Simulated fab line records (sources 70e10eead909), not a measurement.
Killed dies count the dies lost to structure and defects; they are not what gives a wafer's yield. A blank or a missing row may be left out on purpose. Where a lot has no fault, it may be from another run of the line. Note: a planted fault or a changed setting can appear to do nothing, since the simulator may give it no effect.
What tool caused it? :: flow nand harc :: Sampling: 12 lots, 36 wafers, 6 of 1302 route steps

== WHAT THE GAUGES SHOWED, per wafer ==
NHARC_P_ZERO_WELL_CD_MEAS_37: target cd 720 nm.
lot: L992
measured: day 2 00:09
on: cd sem-01
cd nm (nm): 719.2 717.6 718.1

lot: L993
measured: day 2 12:50
on: cd sem-03
cd nm (nm): 719.3 718.2 720.5

lot: L994
measured: day 2 20:00
on: cd sem-02
cd nm (nm): 718.7 719.2 719.9

lot: L995
measured: day 3 06:07
on: cd sem-01
cd nm (nm): 720.4 722.0 722.3

lot: L996
measured: day 3 16:14
on: cd sem-01
cd nm (nm): 719.6 722.1 720.1

lot: L998
measured: day 4 12:25
on: cd sem-02
cd nm (nm): - - -

lot: L102
measured: day 6 03:58
on: cd sem-02
cd nm (nm): 723.0 720.3 719.7

lot: L108
measured: day 8 16:17
on: cd sem-03
cd nm (nm): 720.9 720.3 720.1

lot: L110
measured: day 9 12:04
on: cd sem-02
cd nm (nm): 721.1 720.3 719.5

lot: L111
measured: day 9 22:09
on: cd sem-02
cd nm (nm): 721.7 722.0 719.3

lot: L113
measured: day 10 18:06
on: cd sem-01
cd nm (nm): 719.2 718.4 719.7

lot: L114
measured: day 11 04:02
on: cd sem-02
cd nm (nm): 718.2 718.8 719.1

NHARC_P_STI_OVL_MEAS_10.
lot: L992
measured: day 2 23:09
on: overlay-01
overlay x nm (nm): 5 5 5
overlay y nm (nm): 1 2 1

lot: L993
measured: day 3 12:41
on: overlay-01
overlay x nm (nm): 2 2 1
overlay y nm (nm): 9 9 9

lot: L994
measured: day 3 15:31
on: overlay-02
overlay x nm (nm): -3 -2 -3
overlay y nm (nm): 18 18 18

lot: L995
measured: day 4 02:13
on: overlay-01
overlay x nm (nm): 4 4 5
overlay y nm (nm): 5 5 6

lot: L996
measured: day 4 10:34
on: overlay-01
overlay x nm (nm): -1 -1 -1
overlay y nm (nm): -10 -9 -9

lot: L102
measured: day 6 19:05
on: overlay-01
overlay x nm (nm): 6 5 5
overlay y nm (nm): 0 0 0

lot: L108
measured: day 9 10:52
on: overlay-01
overlay x nm (nm): 2 2 2
overlay y nm (nm): 3 4 3

lot: L110
measured: day 10 06:00
on: overlay-02
overlay x nm (nm): -5 -5 -5
overlay y nm (nm): 1 1 1

lot: L111
measured: day 10 16:14
on: overlay-01
overlay x nm (nm): 7 7 8
overlay y nm (nm): -9 -9 -9

lot: L113
measured: day 11 14:17
on: overlay-02
overlay x nm (nm): -2 -2 -1
overlay y nm (nm): -1 -1 -1

lot: L114
measured: day 11 22:14
on: overlay-02
overlay x nm (nm): 0 0 0
overlay y nm (nm): -8 -9 -8

NHARC_P_GATE_CD_MEAS_11: target cd 1640 nm.
lot: L992
measured: day 4 15:17
on: cd sem-03
cd nm (nm): 1641.1 1637.4 1639.4

lot: L993
measured: day 5 01:14
on: cd sem-02
cd nm (nm): 1639.7 1640.4 1638.0

lot: L994
measured: day 5 01:23
on: cd sem-01
cd nm (nm): 1638.2 1640.0 1637.4

lot: L995
measured: day 5 12:39
on: cd sem-02
cd nm (nm): 1640.3 1637.6 1639.0

lot: L996
measured: day 6 01:15
on: cd sem-01
cd nm (nm): 1638.6 1637.4 1637.9

lot: L102
measured: day 8 06:36
on: cd sem-01
cd nm (nm): 1638.8 1640.6 1641.0

lot: L108
measured: day 10 22:46
on: cd sem-02
cd nm (nm): 1643.7 1640.1 1639.0

lot: L110
measured: day 11 19:09
on: cd sem-03
cd nm (nm): 1640.5 1637.7 1637.5

lot: L111
measured: day 12 04:44
on: cd sem-01
cd nm (nm): 1636.4 1639.4 1638.5

lot: L113
measured: day 13 04:52
on: cd sem-03
cd nm (nm): 1641.9 1642.2 1642.7

lot: L114
measured: day 13 08:59
on: cd sem-02
cd nm (nm): 1638.6 1637.0 1641.8

NHARC_END_SORT_01.
lot: L992
measured: day 25 11:20
on: prober-01
killed at array: 51 35 39
killed at other: 2 1 0
killed at periphery: 4 4 5
killed dies: 57 40 44
killed open: 3 4 3
killed short: 2 6 2

lot: L993
measured: day 25 02:41
on: prober-01
killed at array: 43 42 42
killed at other: 0 1 2
killed at periphery: 3 1 4
killed dies: 46 44 48
killed open: 3 2 0
killed short: 1 2 4

lot: L994
measured: day 25 09:38
on: prober-02
killed at array: 48 37 47
killed at other: 1 0 1
killed at periphery: 5 3 4
killed dies: 54 40 52
killed open: 8 4 5
killed short: 0 2 2

lot: L995
measured: day 25 02:41
on: prober-02
killed at array: 52 52 58
killed at other: 1 1 1
killed at periphery: 3 0 2
killed dies: 56 53 61
killed open: 4 4 6
killed short: 6 3 3

lot: L996
measured: day 25 17:22
on: prober-02
killed at array: 32 34 34
killed at other: 0 1 0
killed at periphery: 9 9 8
killed dies: 41 44 42
killed open: 4 3 2
killed short: 2 1 4

lot: L998
measured: day 26 00:31
on: prober-01
killed at array: 28 26 32
killed at other: 1 0 1
killed at periphery: 648 651 644
killed dies: 677 677 677
killed open: 3 7 3
killed short: 1 0 4

lot: L102
measured: day 28 00:59
on: prober-02
killed at array: 22 24 20
killed at other: 2 1 0
killed at periphery: 7 9 12
killed dies: 31 34 32
killed open: 3 3 4
killed short: 4 5 2

lot: L108
measured: day 31 08:24
on: prober-02
killed at array: 70 62 47
killed at other: 0 1 0
killed at periphery: 1 0 4
killed dies: 71 63 51
killed open: 2 2 2
killed short: 2 3 2

lot: L110
measured: day 31 09:58
on: prober-01
killed at array: 52 55 47
killed at other: 1 1 0
killed at periphery: 8 6 2
killed dies: 61 62 49
killed open: 5 1 4
killed short: 3 5 1

lot: L111
measured: day 31 20:23
on: prober-01
killed at array: 49 42 55
killed at other: 0 2 1
killed at periphery: 0 1 3
killed dies: 49 45 59
killed open: 4 5 3
killed short: 0 3 3

lot: L113
measured: day 34 12:41
on: prober-01
killed at array: 37 38 40
killed at other: 1 2 1
killed at periphery: 7 9 10
killed dies: 45 49 51
killed open: 2 2 2
killed short: 1 3 2

lot: L114
measured: day 34 11:05
on: prober-02
killed at array: 41 49 56
killed at other: 0 1 2
killed at periphery: 7 4 6
killed dies: 48 54 64
killed open: 2 2 3
killed short: 4 4 6

== TOOL THAT RAN EACH LOT (tool first, then ch and the chambers of the sampled wafers, then the start) ==
lot: L992
NHARC_P_ZERO_WELL_EXPOSE_34: krf scanner-04 ch 0, day 2 00:00
NHARC_P_STI_ETCH_31: rie diel-06 ch 1,3, day 4 15:17 or earlier

lot: L993
NHARC_P_ZERO_WELL_EXPOSE_34: krf scanner-03 ch 0, day 2 12:41
NHARC_P_STI_ETCH_31: rie diel-06 ch 1,2,3, day 5 01:14 or earlier

lot: L994
NHARC_P_ZERO_WELL_EXPOSE_34: krf scanner-03 ch 0, day 2 19:51
NHARC_P_STI_ETCH_31: rie diel-06 ch 1,2, day 5 01:23 or earlier

lot: L995
NHARC_P_ZERO_WELL_EXPOSE_34: krf scanner-02 ch 0, day 3 05:58
NHARC_P_STI_ETCH_31: rie diel-06 ch 0,1, day 5 12:39 or earlier

lot: L996
NHARC_P_ZERO_WELL_EXPOSE_34: krf scanner-03 ch 0, day 3 16:04
NHARC_P_STI_ETCH_31: rie diel-03 ch 0,1,2, day 6 01:15 or earlier

lot: L998
NHARC_P_ZERO_WELL_EXPOSE_34: krf scanner-03 ch 0, day 4 12:15
NHARC_P_STI_ETCH_31: -

lot: L102
NHARC_P_ZERO_WELL_EXPOSE_34: krf scanner-04 ch 0, day 6 03:49
NHARC_P_STI_ETCH_31: rie diel-03 ch 2,3, day 8 06:36 or earlier

lot: L108
NHARC_P_ZERO_WELL_EXPOSE_34: krf scanner-03 ch 0, day 8 16:08
NHARC_P_STI_ETCH_31: rie diel-06 ch 1,2,3, day 10 22:46 or earlier

lot: L110
NHARC_P_ZERO_WELL_EXPOSE_34: krf scanner-02 ch 0, day 9 11:54
NHARC_P_STI_ETCH_31: rie diel-06 ch 1,3, day 11 19:09 or earlier

lot: L111
NHARC_P_ZERO_WELL_EXPOSE_34: krf scanner-03 ch 0, day 9 22:00
NHARC_P_STI_ETCH_31: rie diel-10 ch 1,2,3, day 12 04:44 or earlier

lot: L113
NHARC_P_ZERO_WELL_EXPOSE_34: krf scanner-03 ch 0, day 10 17:57
NHARC_P_STI_ETCH_31: rie diel-03 ch 0,1, day 13 04:52 or earlier

lot: L114
NHARC_P_ZERO_WELL_EXPOSE_34: krf scanner-03 ch 0, day 11 03:52
NHARC_P_STI_ETCH_31: rie diel-03 ch 1,3, day 13 08:59 or earlier
- NHARC_P_ZERO_WELL_EXPOSE_34: exposes mask P PWELL, target cd 720 nm.
- NHARC_P_STI_ETCH_31: etches the open film in CF4/CHF3, target depth 108.9 nm, time 54.5 s.

== WHAT THE TOOLS THEMSELVES READ (means of the sampled wafers that have a number; where no wafer has one, the mark that the record gives instead) ==
NHARC_P_ZERO_WELL_EXPOSE_34.
lot: L992
tool: krf scanner-04
exposure dose mJ cm2: 22.296

lot: L993
tool: krf scanner-03
exposure dose mJ cm2: 22.303

lot: L994
tool: krf scanner-03
exposure dose mJ cm2: 22.284

lot: L995
tool: krf scanner-02
exposure dose mJ cm2: 22.291

lot: L996
tool: krf scanner-03
exposure dose mJ cm2: 22.301

lot: L998
tool: krf scanner-03
exposure dose mJ cm2: 22.288

lot: L102
tool: krf scanner-04
exposure dose mJ cm2: 22.314

lot: L108
tool: krf scanner-03
exposure dose mJ cm2: 22.300

lot: L110
tool: krf scanner-02
exposure dose mJ cm2: 22.298

lot: L111
tool: krf scanner-03
exposure dose mJ cm2: 22.274

lot: L113
tool: krf scanner-03
exposure dose mJ cm2: 22.302

lot: L114
tool: krf scanner-03
exposure dose mJ cm2: 22.304

NHARC_P_STI_ETCH_31.
lot: L992
tool: rie diel-06
drypump motor current A (A): 5.6
oes product au (a.u.): 0.955
rf vpp V (V): 369.8
showerhead plenum p Torr (Torr): 1.55
throttle valve pct (%): 16.798

lot: L993
tool: rie diel-06
drypump motor current A (A): 5.4
oes product au (a.u.): 0.928
rf vpp V (V): 371.2
showerhead plenum p Torr (Torr): 1.62
throttle valve pct (%): 16.796

lot: L994
tool: rie diel-06
drypump motor current A (A): 5.1
oes product au (a.u.): 0.964
rf vpp V (V): 374.3
showerhead plenum p Torr (Torr): 1.69
throttle valve pct (%): 16.802

lot: L995
tool: rie diel-06
drypump motor current A (A): 5.3
oes product au (a.u.): 0.974
rf vpp V (V): 374.0
showerhead plenum p Torr (Torr): 1.66
throttle valve pct (%): 16.796

lot: L996
tool: rie diel-03
drypump motor current A (A): 6.0
oes product au (a.u.): 0.926
rf vpp V (V): 371.3
showerhead plenum p Torr (Torr): 1.58
throttle valve pct (%): 16.802

lot: L102
tool: rie diel-03
drypump motor current A (A): 5.8
oes product au (a.u.): 0.924
rf vpp V (V): 370.8
showerhead plenum p Torr (Torr): 1.59
throttle valve pct (%): 16.802

lot: L108
tool: rie diel-06
drypump motor current A (A): 5.4
oes product au (a.u.): 0.966
rf vpp V (V): 372.4
showerhead plenum p Torr (Torr): 1.62
throttle valve pct (%): 16.809

lot: L110
tool: rie diel-06
drypump motor current A (A): 5.3
oes product au (a.u.): 0.943
rf vpp V (V): 372.5
showerhead plenum p Torr (Torr): 1.61
throttle valve pct (%): 16.806

lot: L111
tool: rie diel-10
drypump motor current A (A): 5.8
oes product au (a.u.): 0.953
rf vpp V (V): 371.3
showerhead plenum p Torr (Torr): 1.61
throttle valve pct (%): 16.793

lot: L113
tool: rie diel-03
drypump motor current A (A): 6.1
oes product au (a.u.): 0.977
rf vpp V (V): 369.8
showerhead plenum p Torr (Torr): 1.55
throttle valve pct (%): 16.803

lot: L114
tool: rie diel-03
drypump motor current A (A): 5.9
oes product au (a.u.): 0.925
rf vpp V (V): 369.0
showerhead plenum p Torr (Torr): 1.52
throttle valve pct (%): 16.807

== THE ANSWER, worked out from the rows above alone ==
Rule: the usual values come from the lots themselves. The widest of any qualifying gaps counts: lots, ordered by their means at a reading, are off when they make up no more than a third of the lots, leave a main group of 4 or more, and stand apart from it by 3 or more times the standard deviation of that group's means. The tables above print the reading to a certain number of digits; a main group whose means all agree to those digits is not used. Also off: a lot with no number at a reading for which 4 or more lots have one. Where the step has rows for the other lots, those lots are counted as sound. Order of review: gauges by route order, followed by the tools' own readings, for which a lot's mean as printed above is used. The first step at which some lot is off is used, and at that step the reading that is off furthest; a lot without a number counts as furthest.
Off, at NHARC_P_ZERO_WELL_CD_MEAS_37 on cd nm: L998. Without a number there: L998. The main group has a mean of 720.0 nm with a standard deviation of 1.
A tool fits if, at a process step before that reading, it ran every lot that is off, and no sound lot after the first of them. The gauges at NHARC_P_ZERO_WELL_CD_MEAS_37 aren't tried: what is off there is off at NHARC_END_SORT_01 too, on other tools, and a gauge's error can't cause that. Of those tried, none fits.

== WHAT HAD BEEN PUT IN BY THE SIMULATOR ==
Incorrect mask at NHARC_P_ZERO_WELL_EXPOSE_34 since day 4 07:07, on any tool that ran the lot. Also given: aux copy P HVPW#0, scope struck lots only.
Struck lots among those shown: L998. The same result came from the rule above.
